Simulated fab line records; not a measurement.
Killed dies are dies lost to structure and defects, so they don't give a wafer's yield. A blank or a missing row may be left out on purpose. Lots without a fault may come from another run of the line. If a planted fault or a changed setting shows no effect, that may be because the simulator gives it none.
Comparing a struck lot with a sound one -- flow n5_finfet -- 38 out of 1938 route steps
Sound: these wafers, L344.4, L344.5. Struck: wafers L357.1, L357.3, L357.5. The cause comes at the end.
At each step with rows: each side's tool, then ch and its chambers, then its first start. Under that, the readings that differ: sound wafers -- struck wafers -- difference of the means -- sigmas: that difference in standard deviations of wafers without a fault.
alike: readings with means less than 2 such deviations apart, plus words and numbers identical on both sides. not compared: withheld readings, readings lacking a value on some wafer, bounds such as >300 that could conceal the same value, and numbers that have no deviation in the record and whose values overlap.
The two part at a step that has a row with sigmas, a row that says differs or no value, or rows on one side only. Numbers that have no deviation but don't overlap get no sigmas and don't part them. A reading missing from all wafers of one side parts the sides only when that side holds two or more wafers.

first, 11 steps without rows for these wafers: N5_BEOL_M13_ETCH_59 (etches BARC in N2/H2, target depth 89 nm, overetch 26.7 nm, time 67.9 s); N5_BEOL_M13_VIA_ETCH_16 (etches SiOC in C4F8/O2/Ar, target depth 921.7 nm); N5_BEOL_M13_STRIP_63 (strips in N2/H2); N5_BEOL_M13_STRIP_64 (strips in N2/H2); N5_BEOL_M13_STRIP_71 (strips in post etch residue remover, time 60 s); N5_BEOL_M13_SRD_72 (time 30 s, dry time 30 s); N5_BEOL_M13_COAT_65 (time 60 s, resist thk 350 nm); N5_BEOL_M13_COAT_66 (time 60 s, resist thk 110 nm); N5_BEOL_M13_COAT_22 (resist thk 300 nm); N5_BEOL_M13_EBR_24; N5_BEOL_M13_SOFTBAKE_23 (time 60 s).
N5_BEOL_M13_EXPOSE_25: exposes mask M13, target cd 210 nm.
  sound on krf_scanner-01 ch 0, day 11 14:48; struck on krf_scanner-02 ch 0, day 14 20:27
reading,sound,struck,difference,sigmas
exposure_dose_mJ_cm2,21.963 21.991,24.409 24.442 24.424,+2.448,+99 or more
  alike: mask, stage_vel_mm_s
then, 3 steps without rows for these wafers: N5_BEOL_M13_PEB_26 (peb time 90 s); N5_BEOL_M13_DEVELOP_27 (develop time 45 s); N5_BEOL_M13_HARDBAKE_32 (time 120 s).
N5_BEOL_M13_CD_MEAS_28: target cd 209.5 nm.
  sound on cd_sem-03 ch 0, day 11 14:58; struck on cd_sem-01 ch 0, day 14 20:37
reading,sound,struck,difference,sigmas
cd_nm (nm),209.7 206.3,221.2 222.5 219.5,+13.1,+9
N5_BEOL_M13_DESCUM_33: chemistry O2, time 7.9 s.
  sound on rie_diel-01 ch 1,2, day 11 15:03; struck on rie_diel-02 ch 0,1,2, day 14 20:44
reading,sound,struck,difference,sigmas
model.BEOL_M13.cd_nm (nm),209.6 206.8,221.2 222.6 219.8,+13.0,
  alike: drypump_motor_current_A, oes_product_au, rf_vpp_V, showerhead_plenum_p_Torr, throttle_valve_pct
  not compared: rf_hours_counter_h
then, 6 steps without rows for these wafers: N5_BEOL_M13_ETCH_67 (etches SiARC in CF4, target depth 143 nm, time 238.3 s); N5_BEOL_M13_ETCH_68 (etches SOC in N2/H2, time 355 s); N5_BEOL_M13_STRIP_69 (strips in N2/H2); N5_BEOL_M13_TRENCH_ETCH_34 (etches SiOC in C4F8/O2/Ar, target depth 413.47 nm, time 162.6 s); N5_BEOL_M13_STRIP_70 (strips in C4F8/O2/Ar); N5_BEOL_M13_STRIP_37 (strips in N2/H2).
N5_BEOL_M13_ETCH_38: etches SiCN in CF4/N2, target depth 67.5 nm, time 71.9 s.
  sound on rie_diel-01 ch 1,3, day 11 19:31; struck on rie_diel-02 ch 0,1, day 15 05:04
reading,sound,struck,difference,sigmas
model.BEOL_M13.cd_nm (nm),208.8 206.8,218.2 221.2 219.6,+11.9,
  alike: drypump_motor_current_A, oes_product_au, rf_vpp_V, showerhead_plenum_p_Torr, throttle_valve_pct
  not compared: rf_hours_counter_h
then, 12 steps without rows for these wafers: N5_BEOL_M13_PRECLEAN_39 (cleans in residue remover, time 60 s); N5_BEOL_M13_SRD_40 (time 30 s, dry time 30 s); N5_BEOL_M13_DEGAS_41 (time 60 s); N5_BEOL_M13_PRE_CLEAN_42 (time 30 s); N5_BEOL_M13_SPUTTER_43 (material TaN, target thk 15 nm, time 24.19 s); N5_BEOL_M13_SPUTTER_44 (material Ta, target thk 10 nm, time 16.13 s); N5_BEOL_M13_SPUTTER_45 (material Cu, target thk 80 nm, time 13.33 s); N5_BEOL_M13_ECD_47 (material Cu, target thk 936 nm); N5_BEOL_M13_ANNEAL_48 (time 90 s); N5_BEOL_M13_CMP_49 (polishes, stops on SiOC, t overpolish 17.1 s, target thk 420 nm); N5_BEOL_M13_PRE_CLEAN_52 (time 15 s); N5_BEOL_M13_DEP_53 (deposits SiCN from 3MS/NH3, target thk 50 nm, time 17.8 s).
N5_BEOL_M15_RC_MEAS_101:
  sound on prober-02 ch 0, day 12 08:38; struck on prober-01 ch 0, day 15 17:37
reading,sound,struck,difference,sigmas
COMB_M11 (S/m),1.2e-11 9e-12,1.8e-11 2.3e-11 1.7e-11,+8.8e-12,+3
COMB_M11_max_site (S/m),1.8e-11 1.3e-11,2.2e-11 2.8e-11 2.7e-11,+1.0e-11,+2
COMB_M15 (S/m),3.6e-12 5.2e-12,2.3e-12 2.5e-12 1.5e-12,-2.3e-12,-3
SERP_M12 (ohm/um),0.667 0.681,0.610 0.593 0.632,-0.062,-3
SERP_M13 (ohm/um),0.319 0.318,0.296 0.291 0.298,-0.024,-3
SERP_M13_max_site (ohm/um),0.324 0.321,0.301 0.295 0.300,-0.024,-3
  alike: COMB_M10, COMB_M12, COMB_M13, COMB_M14, COMB_M5, COMB_M6, COMB_M7, COMB_M8, COMB_M9, SERP_M10, SERP_M11, SERP_M14, SERP_M5, SERP_M5_max_site, SERP_M6, SERP_M7, SERP_M8
N5_PASSIVATION_PROBE_49:
  rows exist in the record for the struck wafers here (prober-01, day 16 10:16), but not for the sound ones

WHERE THEY PART
Last at N5_PASSIVATION_PROBE_49 as far as this record goes, first at N5_BEOL_M13_EXPOSE_25.

WHY: what the simulator had put in
Drift in process parameters on krf_scanner-02 at N5_BEOL_M13_EXPOSE_25, starting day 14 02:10. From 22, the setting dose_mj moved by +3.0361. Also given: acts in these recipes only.
